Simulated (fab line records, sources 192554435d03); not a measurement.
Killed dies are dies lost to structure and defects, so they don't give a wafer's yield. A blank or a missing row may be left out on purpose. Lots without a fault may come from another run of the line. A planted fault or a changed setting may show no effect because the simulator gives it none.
Split-lot experiment | flow n5_finfet | 7 lots, 21 wafers read, on a route of 1938 steps

THE SPLIT
At N5_BEOL_M11_ILD_DEP_00 (deposits SiCOH lowk from DEMS/porogen, target thk 308.51 nm, time 58 s), the setting time_s was moved away from the recipe's 58 s on 9 of the 21 wafers read, by -14.1% to +11.7%. The other wafers ran this setting at the recipe's value.

FROM THE SPLIT TO THE READING: what the file shows between them, 1 step
- N5_BEOL_M11_CURE_71: cures SiCOH lowk, time 240 s

THE READING
M11_ILD_THK, in nm, at N5_BEOL_M11_THK_MEAS_01. Fault-free wafers of this fab line usually give 268 nm, standard deviation 3.7 nm.

wafer  | tool, chamber at the split | time_s as run, s | against the recipe | M11_ILD_THK, nm | against lot-mates on the recipe
L083.2 | pecvd-02, 1                | 64.8             | +11.7%             | 301             | +30
L083.3 | pecvd-02, 0                | 64.8             | +11.7%             | 298             | +27
L083.4 | pecvd-02, 2                | 58               | recipe             | 271             | -
L086.2 | pecvd-04, 2                | 58               | recipe             | 271             | -
L086.3 | pecvd-04, 0                | 58               | recipe             | 266             | -
L086.6 | pecvd-04, 2                | 58               | recipe             | 275             | -
L088.2 | pecvd-01, 1                | 58               | recipe             | 267             | -
L088.3 | pecvd-01, 2                | 63.02            | +8.7%              | 296             | +29
L088.6 | pecvd-01, 2                | 63.02            | +8.7%              | 294             | +27
L090.4 | pecvd-04, 2                | 58               | recipe             | 271             | -
L090.5 | pecvd-04, 0                | 58               | recipe             | 269             | -
L090.6 | pecvd-04, 1                | 55.72            | -3.9%              | 259             | -11
L092.2 | pecvd-01, 2                | 58               | recipe             | 263             | -
L092.3 | pecvd-01, 2                | 52.06            | -10.2%             | 243             | -22
L092.5 | pecvd-01, 2                | 58               | recipe             | 268             | -
L094.1 | pecvd-02, 2                | 51.06            | -12.0%             | 230             | -34
L094.2 | pecvd-02, 0                | 58               | recipe             | 264             | -
L094.3 | pecvd-02, 1                | 51.06            | -12.0%             | 229             | -35
L096.3 | pecvd-02, 0                | 58               | recipe             | 267             | -
L096.4 | pecvd-02, 2                | 49.82            | -14.1%             | 230             | -38
L096.5 | pecvd-02, 1                | 58               | recipe             | 270             | -

THE FIT
A straight line over all 21 wafers: M11_ILD_THK changes by +2.87 nm for each +1% of time_s; r = +0.99; the points scatter about the line by 3.4 nm.
The same after taking each lot's own level away (the mean of its wafers on the recipe; 21 wafers): +2.71 nm for each +1%; r = +0.99; scatter 2.9 nm.
On that fit, the largest move of time_s shifts the reading by 38 nm.
The lots' own levels span 264.0 to 271.0 nm, that is 1.9 times the standard deviation above.
So the lot-to-lot level changes the slope little: the two slopes agree.
Check: with one of the wafers moved furthest among these (-14.1%) left out of the fit, the line predicts -38 nm for it against its lot-mates. It came out at -38.5 nm against them.

OTHER SPLITS ON THESE WAFERS
These wafers also went through other splits before the reading. Each is held against what the fit with the lots' levels taken away leaves over:
other split on the same wafers     | wafers away from the commonest value | r with M11_ILD_THK (lot level and that fit taken away)
N5_BEOL_M5_ILD_DEP_00 time_s       | 8                                    | -0.11
N5_BEOL_M5_COAT_71 spin_rpm        | 6                                    | +0.04
N5_BEOL_M6_ETCH_66 bias_w          | 8                                    | -0.31
N5_BEOL_M6_TRENCH_ETCH_37 bias_w   | 3                                    | -0.24
N5_BEOL_M7_VIA_ETCH_34 source_w    | 10                                   | -0.28
N5_BEOL_M7_TRENCH_ETCH_37 source_w | 10                                   | +0.18
N5_BEOL_M9_COAT_60 spin_rpm        | 9                                    | +0.07
N5_BEOL_M10_ETCH_62 time_s         | 10                                   | +0.02
N5_BEOL_M10_COAT_22 spin_rpm       | 13                                   | +0.07

THE WHOLE CHAIN: every reading that the file lists as answering this split, in the file's order
step                    | what it does                                                           | reading                                                                                   | change (the file's fit)              | r (the file's)
N5_BEOL_M11_ILD_DEP_00  | deposits SiCOH lowk from DEMS/porogen, target thk 308.51 nm, time 58 s | SiCOH_lowk_of_BEOL_M11_ILD_DEP_00.thk_nm (the simulator's own value, which no gauge read) | +3.03 nm for each +1% of the setting | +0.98
N5_BEOL_M11_CURE_71     | cures SiCOH lowk, time 240 s                                           | SiCOH_lowk_of_BEOL_M11_ILD_DEP_00.thk_nm (the simulator's own value, which no gauge read) | +2.68 nm for each +1% of the setting | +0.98
N5_BEOL_M11_THK_MEAS_01 |                                                                        | M11_ILD_THK                                                                               | +2.67 for each +1% of the setting    | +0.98

THE FILE'S OWN FIT
M11_ILD_THK changes by +2.67 nm for each +1% of time_s, r = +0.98.
